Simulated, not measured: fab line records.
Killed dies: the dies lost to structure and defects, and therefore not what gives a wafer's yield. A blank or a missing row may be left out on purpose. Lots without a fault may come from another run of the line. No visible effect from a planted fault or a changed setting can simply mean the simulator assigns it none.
Lot-split experiment + flow n5 finfet + on a route of 1938 steps: 7 lots, 39 wafers read

== THE SPLIT ITSELF ==
At N5_DUMMY_GATE_ETCH_42 (etches SiO2 in CHF3/O2, target depth 3.5 nm, time 31 s), the setting bias w was moved away from the recipe's 12 W on 18 of the 39 wafers read, by -16.8% to +18.7%. For the rest of the wafers, this setting stayed at what the recipe calls for.

The split's own step is where the reading is taken.

== THE READING ==
rf vpp V, in V, at N5_DUMMY_GATE_ETCH_42 (etches SiO2 in CHF3/O2, target depth 3.5 nm, time 31 s). Typical for fault-free wafers on this fab line: 42.5 V, with standard deviation 1 V.

| wafer  | tool, chamber at the split | bias w as run, W | against the recipe | rf vpp V, V | against lot-mates on the recipe |
|--------|----------------------------|------------------|--------------------|-------------|---------------------------------|
| L077.2 | rie diel-05, 1             | 12               | recipe             | 41.3        | -                               |
| L077.5 | rie diel-05, 0             | 12               | recipe             | 43.1        | -                               |
| L077.6 | rie diel-05, 1             | 12               | recipe             | 43.7        | -                               |
| L081.1 | rie diel-06, 1             | 13.26            | +10.5%             | 47.0        | +5.1                            |
| L081.2 | rie diel-06, 3             | 12               | recipe             | 42.2        | -                               |
| L081.3 | rie diel-06, 2             | 13.26            | +10.5%             | 46.4        | +4.5                            |
| L081.4 | rie diel-06, 3             | 12               | recipe             | 41.2        | -                               |
| L081.5 | rie diel-06, 2             | 13.26            | +10.5%             | 45.5        | +3.6                            |
| L081.6 | rie diel-06, 1             | 12               | recipe             | 42.3        | -                               |
| L082.1 | rie diel-05, 2             | 9.987            | -16.8%             | 35.7        | -6.2                            |
| L082.2 | rie diel-05, 1             | 9.987            | -16.8%             | 37.5        | -4.4                            |
| L082.3 | rie diel-05, 0             | 9.987            | -16.8%             | 38.5        | -3.4                            |
| L082.4 | rie diel-05, 1             | 12               | recipe             | 43.3        | -                               |
| L082.5 | rie diel-05, 0             | 12               | recipe             | 42.6        | -                               |
| L082.6 | rie diel-05, 2             | 12               | recipe             | 39.9        | -                               |
| L085.1 | rie diel-06, 0             | 10.91            | -9.1%              | 39.4        | -3.9                            |
| L085.2 | rie diel-06, 2             | 12               | recipe             | 43.6        | -                               |
| L085.3 | rie diel-06, 1             | 12               | recipe             | 42.9        | -                               |
| L085.4 | rie diel-06, 3             | 10.91            | -9.1%              | 40.4        | -2.9                            |
| L085.5 | rie diel-06, 0             | 12               | recipe             | 43.4        | -                               |
| L085.6 | rie diel-06, 1             | 10.91            | -9.1%              | 39.2        | -4.1                            |
| L088.1 | rie diel-05, 3             | 11.07            | -7.8%              | 40.5        | -1.2                            |
| L088.2 | rie diel-05, 1             | 11.07            | -7.8%              | 39.7        | -2.0                            |
| L088.3 | rie diel-05, 0             | 12               | recipe             | 42.0        | -                               |
| L088.4 | rie diel-05, 2             | 12               | recipe             | 40.7        | -                               |
| L088.5 | rie diel-05, 1             | 12               | recipe             | 42.5        | -                               |
| L088.6 | rie diel-05, 0             | 11.07            | -7.8%              | 40.2        | -1.5                            |
| L095.1 | rie diel-06, 3             | 12               | recipe             | 42.4        | -                               |
| L095.2 | rie diel-06, 1             | 10.62            | -11.5%             | 39.1        | -3.3                            |
| L095.3 | rie diel-06, 0             | 10.62            | -11.5%             | 37.4        | -5.0                            |
| L095.4 | rie diel-06, 0             | 12               | recipe             | 40.6        | -                               |
| L095.5 | rie diel-06, 3             | 12               | recipe             | 44.2        | -                               |
| L095.6 | rie diel-06, 1             | 10.62            | -11.5%             | 40.9        | -1.5                            |
| L096.1 | rie diel-05, 1             | 14.24            | +18.7%             | 49.5        | +7.6                            |
| L096.2 | rie diel-05, 0             | 14.24            | +18.7%             | 49.3        | +7.4                            |
| L096.3 | rie diel-05, 3             | 12               | recipe             | 42.6        | -                               |
| L096.4 | rie diel-05, 2             | 12               | recipe             | 40.9        | -                               |
| L096.5 | rie diel-05, 1             | 12               | recipe             | 42.1        | -                               |
| L096.6 | rie diel-05, 2             | 14.24            | +18.7%             | 46.7        | +4.8                            |

THE FIT
A straight line over all 39 wafers: rf vpp V changes by +0.318 V for each +1% of bias w; r = +0.93; the points scatter about the line by 1.1 V.
The same after taking each lot's own level away (the mean of its wafers on the recipe; 39 wafers): +0.331 V for each +1%; r = +0.94; scatter 1.1 V.
According to that fit, moving bias w by its largest amount changes the reading by 6.2 V.
Across the lots, their own levels run from 41.73 to 43.30 V, a range of 1.6 times the standard deviation given above.
Hence the lot-to-lot level has little effect on the slope; both slopes agree.
Check: with one of the wafers moved furthest among these (+18.7%) left out of the fit, the line predicts +6.18 V for it against its lot-mates. Against them it came out at +7.63 V.
Tool readings at the split's step, against how far the setting was moved: rf vpp V r = +0.93.

== OTHER SPLITS APPLIED TO THESE WAFERS ==
Other splits were also applied to these wafers ahead of the reading. Each is held against what the fit with the lots' levels taken away leaves over:
| other split on the same wafers    | wafers away from the commonest value | r with rf vpp V (lot level and that fit taken away) |
|-----------------------------------|--------------------------------------|-----------------------------------------------------|
| N5_DUMMY_GATE_CVD_03 target thk a | 18                                   | +0.19                                               |
| N5_DUMMY_GATE_ETCH_32 time s      | 12                                   | -0.03                                               |

== THE FILE'S OWN FIT ==
rf vpp V changes by +0.327 V for each +1% of bias w, r = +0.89.
